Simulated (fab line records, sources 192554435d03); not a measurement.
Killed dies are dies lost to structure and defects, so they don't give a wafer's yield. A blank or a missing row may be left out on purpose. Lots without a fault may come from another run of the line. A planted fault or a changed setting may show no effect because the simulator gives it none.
fab line records | flow n5_finfet
record lots=6 wafers=18 last_day=17
route steps=1938 shown BEOL_M14@1752 PASSIVATION@1936
lots that met no fault: from a run of the same line without faults
start_h: hours from the record's first day to the start of the lot's first wafer shown | wait_h: hours since the lot's step before | " the same as in the row above | L1.1+2: a row that stands for several wafers | - no value, or no start given | * or withheld: withheld | < > ~ a bound
route shown NAME@n: a module of which the file shows steps, and the number in the route of the first | usual: mean/standard deviation of fault-free wafers | same: alike in all rows | chamber/n: place in a boat | sites: the reading at each site | _std_site: their standard deviation | _edge_site: outer sites' mean less inner sites' | radius_mm: how far each site lies from the wafer's centre | mask NAME#n: copy n | behind: the tool/chamber that last shaped the wafer | hold: why the lot was held/for how many hours/how that ended | device: the transistor (n, p or np) that didn't switch | end of line: the same wafers' tests at the end of the route | a step without rows: its recipe alone | killed: dies lost to structure and defects at the first sort, not the wafer's yield | map: a wafer's dies, x killed, . not, _ none there
set.NAME: the setting as run; set.NAME@STEP: as run at that earlier step | model.NAME: the simulator's own value behind a step, which no gauge read
lots at some steps of the route; a table a step, a row a wafer
services: from which hour (start_h, from the record's first day; less than 0 if before it) a tool's chamber was out of use, for how many hours, and why
## steps
# step N5_BEOL_M14_STRIP_69
# recipe chemistry=N2/H2 temp_c=40 n2_flow_sccm=200 h2_flow_sccm=200 rf_frequency_hz=6e+07
# step N5_BEOL_M14_TRENCH_ETCH_34
# recipe chemistry=C4F8/O2/Ar target=SiO2 target_depth_a=5566.5 mask_material=SOC he_inner_torr=15 he_outer_torr=30 time_s=126.9 ion_energy_ev=800 pressure_mtorr=20 source_w=1905 bias_w=2040 Ar_flow_sccm=400 C4F8_flow_sccm=16 O2_flow_sccm=12
# usual drypump_motor_current_A=5.6/0.44 mfc_ar_sccm=400.1/1.2 oes_product_au=0.79/0.091 rf_vpp_V=2222/39 showerhead_plenum_p_Torr=3.45/0.13 throttle_valve_pct=30.70/0.29
# columns lot.wafer tool chamber start_h wait_h drypump_motor_current_A mfc_ar_sccm oes_product_au rf_hours_counter_h rf_vpp_V showerhead_plenum_p_Torr throttle_valve_pct
L969.1 rie_diel-01 2 259.90 0.0 5.6 398.8 0.89 43 2210 3.63 30.56
L969.2 " 0 " " 6.0 400.3 0.67 241 2265 3.50 30.71
L969.6 " 0 " " 6.0 400.9 0.66 - 2265 3.50 30.70
L970.3 rie_diel-01 1 282.29 0.0 5.9 399.3 0.68 218 2281 3.51 30.78
L970.5 " 0 " " 6.0 398.5 0.66 - 2265 3.50 30.70
L970.6 " 3 " " 5.7 399.5 0.83 - 2243 3.35 30.32
L978.3 rie_diel-03 2 340.73 0.0 4.7 400.1 0.86 46 2186 3.35 30.52
L978.4 " 1 " " 5.4 398.8 0.82 80 2203 3.35 30.51
L978.5 " 0 " " 5.2 399.4 0.80 - 2241 3.68 31.24
L979.2 rie_diel-01 0 341.01 0.0 6.0 398.2 0.93 12 2265 3.49 30.62
L979.3 " 2 " " 5.5 399.9 0.85 70 2208 3.62 30.57
L979.4 " 2 " " 5.6 399.1 0.85 - 2208 3.62 30.57
L984.2 rie_diel-01 3 376.02 0.0 5.7 399.4 0.78 82 2242 3.33 30.38
L984.3 " 0 " " 6.0 400.6 0.90 29 2262 3.48 30.65
L984.5 " 0 " " 6.0 400.6 0.90 - 2263 3.48 30.65
L987.2 rie_diel-05 2 385.27 0.0 6.2 400.6 0.99 7 2175 3.67 30.80
L987.3 " 0 " " 5.2 401.6 0.65 256 2148 3.38 30.44
L987.4 " 0 " " 5.2 401.1 0.64 - 2148 3.38 30.44
# step N5_BEOL_M14_STRIP_70
# recipe chemistry=C4F8/O2/Ar resist=SiARC rf_frequency_hz=6e+07
# step N5_BEOL_M14_OCD_MEAS_35
# usual trench_depth_nm=552/20
# columns lot.wafer tool chamber start_h wait_h trench_depth_nm
L969.1 ocd-02 - 260.05 0.0 574
L969.2 " - " " 541
L969.6 " - " " 533
L970.3 ocd-02 - 282.45 0.0 547
L970.5 " - " " 527
L970.6 " - " " 522
L978.3 ocd-01 - 340.89 0.0 549
L978.4 " - " " 572
L978.5 " - " " 533
L979.2 ocd-01 - 341.17 0.0 567
L979.3 " - " " 569
L979.4 " - " " 571
L984.2 ocd-01 - 376.18 0.0 530
L984.3 " - " " 573
L984.5 " - " " 571
L987.2 ocd-02 - 385.42 0.0 580
L987.3 " - " " 521
L987.4 " - " " 520
# step N5_BEOL_M14_STRIP_37
# recipe chemistry=O2 power_w=600 temp_c=60 pressure_mtorr=30 rf_frequency_hz=6e+07 bias_power_w=0 overash_fraction=0.3 o2_flow_sccm=225
# usual drypump_motor_current_A=5.6/0.47 oes_product_au=0.76/0.096 rf_vpp_V=3.7/1.1 showerhead_plenum_p_Torr=2.11/0.085 throttle_valve_pct=16.66/0.25
# columns lot.wafer tool chamber start_h wait_h drypump_motor_current_A oes_product_au rf_hours_counter_h rf_vpp_V showerhead_plenum_p_Torr throttle_valve_pct
L969.1 rie_diel-01 3 264.74 4.7 5.7 0.82 38 3.4 2.07 16.44
L969.2 " 1 " " 5.9 0.67 213 4.2 2.16 16.89
L969.6 " 2 " " 5.5 0.90 - 4.1 2.24 16.38
L970.3 rie_diel-05 0 284.83 2.4 5.2 0.68 216 2.8 2.05 16.49
L970.5 " 0 " " 5.2 0.68 - 2.3 2.06 16.48
L970.6 " 2 " " 6.2 0.68 - 5.8 1.98 16.93
L978.3 rie_diel-03 2 342.40 1.5 4.7 0.86 47 4.6 2.05 16.37
L978.4 " 1 " " 5.4 0.79 80 4.1 2.04 16.33
L978.5 " 0 " " 5.2 0.81 - 4.0 2.20 16.36
L979.2 rie_diel-03 2 342.66 1.5 4.7 0.88 47 2.5 2.05 16.36
L979.3 " 1 " " 5.4 0.79 80 3.4 2.04 16.30
L979.4 " 0 " " 5.2 0.81 67 5.0 2.20 16.37
L984.2 rie_diel-03 3 376.30 0.1 6.4 0.70 200 4.3 1.98 16.99
L984.3 " 1 " " 5.4 0.76 95 3.6 2.04 16.39
L984.5 " 3 " " 6.4 0.70 - 3.7 1.98 17.00
L987.2 rie_diel-05 2 387.29 1.9 6.2 0.98 8 5.6 2.23 16.41
L987.3 " 1 " " 5.4 0.65 260 4.4 2.06 17.02
L987.4 " 1 " " 5.4 0.65 - 3.0 2.06 17.02
# step N5_BEOL_M14_ETCH_38
# recipe chemistry=CF4/N2 target=SiCN target_depth_a=1065 taper_deg=2 time_s=120.6 ion_energy_ev=150 mask_material=SiO2 pressure_mtorr=40 source_w=430 bias_w=70 Ar_flow_sccm=100 cf4_flow_sccm=60 n2_flow_sccm=60
# usual drypump_motor_current_A=5.6/0.47 mfc_ar_sccm=100.0/0.31 oes_product_au=0.76/0.098 rf_vpp_V=382.6/2.1 showerhead_plenum_p_Torr=2.22/0.087 throttle_valve_pct=15.40/0.25
# columns lot.wafer tool chamber start_h wait_h drypump_motor_current_A mfc_ar_sccm oes_product_au rf_hours_counter_h rf_vpp_V showerhead_plenum_p_Torr throttle_valve_pct
L969.1 rie_diel-01 3 - - 5.7 99.9 0.83 38 380.8 2.16 15.09
L969.2 " 1 " " 5.9 100.5 0.69 213 384.9 2.26 15.58
L969.6 " 2 " " 5.5 99.7 0.90 - 386.0 2.34 15.08
L970.3 rie_diel-05 0 - - 5.2 99.8 0.66 216 381.9 2.18 15.36
L970.5 " 0 " " 5.2 100.4 0.66 - 381.8 2.18 15.36
L970.6 " 2 " " 6.2 100.1 0.68 - 380.0 2.11 15.82
L978.3 rie_diel-03 2 - - 4.7 100.0 0.87 47 380.3 2.15 15.08
L978.4 " 1 " " 5.4 99.9 0.82 80 380.1 2.14 15.02
L978.5 " 0 " " 5.2 99.8 0.80 - 384.8 2.34 15.28
L979.2 rie_diel-03 2 - - 4.7 100.5 0.86 47 381.2 2.15 15.09
L979.3 " 1 " " 5.4 100.2 0.81 80 381.0 2.14 15.04
L979.4 " 0 " " 5.2 100.1 0.79 67 385.4 2.34 15.27
L984.2 rie_diel-03 3 - - 6.5 100.4 0.71 200 379.4 2.10 15.78
L984.3 " 1 " " 5.4 99.7 0.79 95 379.9 2.13 15.07
L984.5 " 3 " " 6.4 100.5 0.71 - 380.1 2.10 15.80
L987.2 rie_diel-05 2 - - 6.2 100.3 0.98 8 384.7 2.36 15.29
L987.3 " 1 " " 5.4 100.0 0.65 261 380.9 2.14 15.66
L987.4 " 1 " " 5.4 100.1 0.65 - 382.4 2.14 15.66
# step N5_BEOL_M14_PRECLEAN_39
# recipe chemistry=residue_remover time_s=60 temp_c=40
# step N5_BEOL_M14_SRD_40
# recipe time_s=30 temp_c=23 rinse_liquid=diw dry=n2_spin spin_rpm=1500 dry_time_s=30
# step N5_BEOL_M14_DEGAS_41
# recipe ambient=vacuum temp_c=300 time_s=60
# step N5_BEOL_M14_PRE_CLEAN_42
# recipe gas=H2/He time_s=30 temp_c=300
# usual heater_power_w=513/49
# columns lot.wafer tool chamber start_h wait_h heater_power_w
L969.1 pvd_sputter-02 - 265.07 0.0 434
L969.2 " - " " 503
L969.6 " - " " 511
L970.3 pvd_sputter-03 - 285.29 0.0 505
L970.5 " - " " 473
L970.6 " - " " 563
L978.3 pvd_sputter-03 - 343.04 0.0 461
L978.4 " - " " 462
L978.5 " - " " 459
L979.2 pvd_sputter-03 - 343.48 0.0 507
L979.3 " - " " 466
L979.4 " - " " 559
L984.2 pvd_sputter-02 - 379.01 0.0 515
L984.3 " - " " 421
L984.5 " - " " 527
L987.2 pvd_sputter-02 - 391.20 0.0 523
L987.3 " - " " 419
L987.4 " - " " 511
# step N5_BEOL_M14_SPUTTER_43
# recipe material=TaN target_thk_a=150 temp_c=50 bias_v=168.6 power_w=15000 chamber_pressure_pa=0.12 time_s=24.19
# step N5_BEOL_M14_SPUTTER_44
# recipe material=Ta target_thk_a=150 temp_c=50 bias_v=80 power_w=15000 chamber_pressure_pa=0.07 time_s=24.19
# usual cathode_dc_power_W=15001/2.9 throttle_valve_pct=30.0/0.94
# columns lot.wafer tool chamber start_h wait_h cathode_dc_power_W throttle_valve_pct
L969.1 pvd_sputter-02 - 265.19 0.0 15003 29.9
L969.2 " - " " 15003 30.1
L969.6 " - " " 15003 29.8
L970.3 pvd_sputter-03 - 285.41 0.0 14999 31.5
L970.5 " - " " 15008 31.0
L970.6 " - " " 14999 30.0
L978.3 pvd_sputter-03 - 343.16 0.0 15002 31.2
L978.4 " - " " 15002 29.0
L978.5 " - " " 15005 29.0
L979.2 pvd_sputter-03 - 343.60 0.0 14999 31.5
L979.3 " - " " 15000 29.2
L979.4 " - " " 14997 30.2
L984.2 pvd_sputter-02 - 379.13 0.0 15006 29.6
L984.3 " - " " 14999 29.8
L984.5 " - " " 15005 30.6
L987.2 pvd_sputter-02 - 391.32 0.0 15000 30.1
L987.3 " - " " 14998 30.2
L987.4 " - " " 15001 29.7
# step N5_BEOL_M14_SPUTTER_45
# recipe material=Cu target_thk_a=1000 temp_c=-20 bias_v=60 power_w=26000 chamber_pressure_pa=0.13 time_s=16.67
# usual cathode_dc_power_W=26001/4.5 chuck_gas_flow_sccm=1.26/0.053 chuck_sensor_temp_C=-16.0/0.43 throttle_valve_pct=30.0/0.93
# columns lot.wafer tool chamber start_h wait_h cathode_dc_power_W chuck_gas_flow_sccm chuck_sensor_temp_C throttle_valve_pct
L969.1 pvd_sputter-02 - 265.27 0.0 25996 1.32 -16.3 29.8
L969.2 " - " " 25997 1.22 -15.9 29.8
L969.6 " - " " 25999 1.24 -15.8 30.0
L970.3 pvd_sputter-03 - 285.49 0.0 26000 1.28 -16.4 31.6
L970.5 " - " " 26001 1.15 -15.5 30.9
L970.6 " - " " 25999 1.27 -15.9 30.0
L978.3 pvd_sputter-03 - 343.24 0.0 26012 1.23 -15.6 31.1
L978.4 " - " " 28349 1.25 -15.6 29.0
L978.5 " - " " 28342 1.18 -15.6 29.2
L979.2 pvd_sputter-03 - 343.68 0.0 26003 1.30 -16.6 31.7
L979.3 " - " " 28345 1.24 -15.4 29.1
L979.4 " - " " 26003 1.22 -16.2 30.2
L984.2 pvd_sputter-02 - 379.21 0.0 26003 1.14 -15.8 29.8
L984.3 " - " " 26001 1.23 -16.1 30.0
L984.5 " - " " 26005 1.21 -15.0 29.9
L987.2 pvd_sputter-02 - 391.40 0.0 26007 1.28 -15.3 30.0
L987.3 " - " " 25996 1.22 -16.0 29.9
L987.4 " - " " 26002 1.21 -15.7 30.1
# step N5_BEOL_M14_ECD_47
# recipe material=Cu target_thk_a=12480
# step N5_PASSIVATION_PROBE_49
# usual defect_limited_yield=91.5/1.3 killed_at_M0_to_M3=36/10 killed_at_M4_up=13/4.7 killed_at_contacts=13/6.7 killed_at_front_end=37/9.7 killed_at_other=2.6/2.3 killed_dies=101/15 killed_open=67/12 killed_short=32/6.7 sort_bin_5_function=5.0/0.89 sort_bin_6_memory=3.2/0.63 sort_n_pass=1079/16 sort_yield_pct=91.4/1.4
# same gross_dies=1180 killed_at_back_side=0 sort_bin_4_leakage[%]=0 sort_bin_8_speed[%]=0
# columns lot.wafer tool chamber start_h wait_h defect_limited_yield[%] killed_at_M0_to_M3 killed_at_M4_up killed_at_contacts killed_at_front_end killed_at_other killed_dies killed_open killed_short sort_bin_5_function[%] sort_bin_6_memory[%] sort_n_pass sort_yield_pct[%]
L984.2 prober-02 - 402.43 0.1 92.6 21 15 4 42 5 87 46 32 3.9 2.8 1093 92.6
L984.3 prober-02 - 402.48 0.1 93.0 21 16 5 40 1 83 59 23 4.1 2.9 1097 93.0
L984.5 prober-02 - 402.58 0.2 89.3 38 22 2 64 0 126 84 40 7.1 3.2 1054 89.3
# killed by level:class
L984.2 FIN_SAQP:geometric_particle:open=9 DUMMY_GATE:geometric_particle:open=7 FIN_SAQP:geometric_particle:short=6 DUMMY_GATE:geometric_particle:short=5 HKMG_FIN:area_etch=5 BEOL_M3:geometric_particle:open=4 BEOL_M0:geometric_particle:open=3 BEOL_M0_SAQP:geometric_particle:short=3
L984.3 STI_FIN_REVEAL:geometric_particle:open=13 BEOL_M4:geometric_particle:open=9 FIN_SAQP:geometric_particle:open=5 GATE_CUT:geometric_particle:short=5 MOL_CONTACT_COAG:geometric_particle:open=4 BEOL_M1:geometric_particle:open=4 FIN_SAQP:geometric_particle:short=3 DUMMY_GATE:geometric_particle:open=3
L984.5 FIN_SAQP:geometric_particle:open=24 FIN_SAQP:geometric_particle:short=14 BEOL_M0_SAQP:geometric_particle:open=12 BEOL_M0_SAQP:geometric_particle:short=7 BEOL_M4:geometric_particle:open=7 DUMMY_GATE:geometric_particle:open=5 BEOL_M1:geometric_particle:open=5 BEOL_M2:geometric_particle:open=5
## services
# columns tool chamber start_h hours kind
rie_diel-05 2 241.81 11.7 repair
rie_diel-05 1 284.48 2.8 repair
rie_diel-01 0 288.98 - clean
rie_diel-01 0 288.98 - consumable_replace:focus_ring
rie_diel-01 0 288.98 18.9 scheduled_down
rie_diel-01 0 288.98 18.9 vent_cycle
rie_diel-01 1 330.90 18.3 repair
rie_diel-05 1 334.52 2.8 repair
rie_diel-05 2 353.01 - clean
rie_diel-05 2 353.01 - consumable_replace:focus_ring
rie_diel-05 2 353.01 - consumable_replace:showerhead
rie_diel-05 2 353.01 18.7 scheduled_down
rie_diel-05 2 353.01 18.7 vent_cycle
rie_diel-03 2 357.16 20.5 repair
rie_diel-05 3 371.89 - clean
rie_diel-05 3 371.89 - consumable_replace:focus_ring
rie_diel-01 0 390.40 5.7 repair
## key
first_sign step=N5_BEOL_M14_SPUTTER_45 reading=cathode_dc_power_W direction=up sigmas=99+ usual=* struck=*
effect none on later readings
met_at N5_BEOL_M14_SPUTTER_45
struck_wafers L978.4,L978.5,L979.3
fault kind=process_parameter_drift tool=pvd_sputter-03 chamber=- onset_h=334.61 steps=N5_BEOL_M14_SPUTTER_45 channel=power_w offset=* shape=step end_h=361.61 acts_in=* stated=* scope=struck_wafers_only
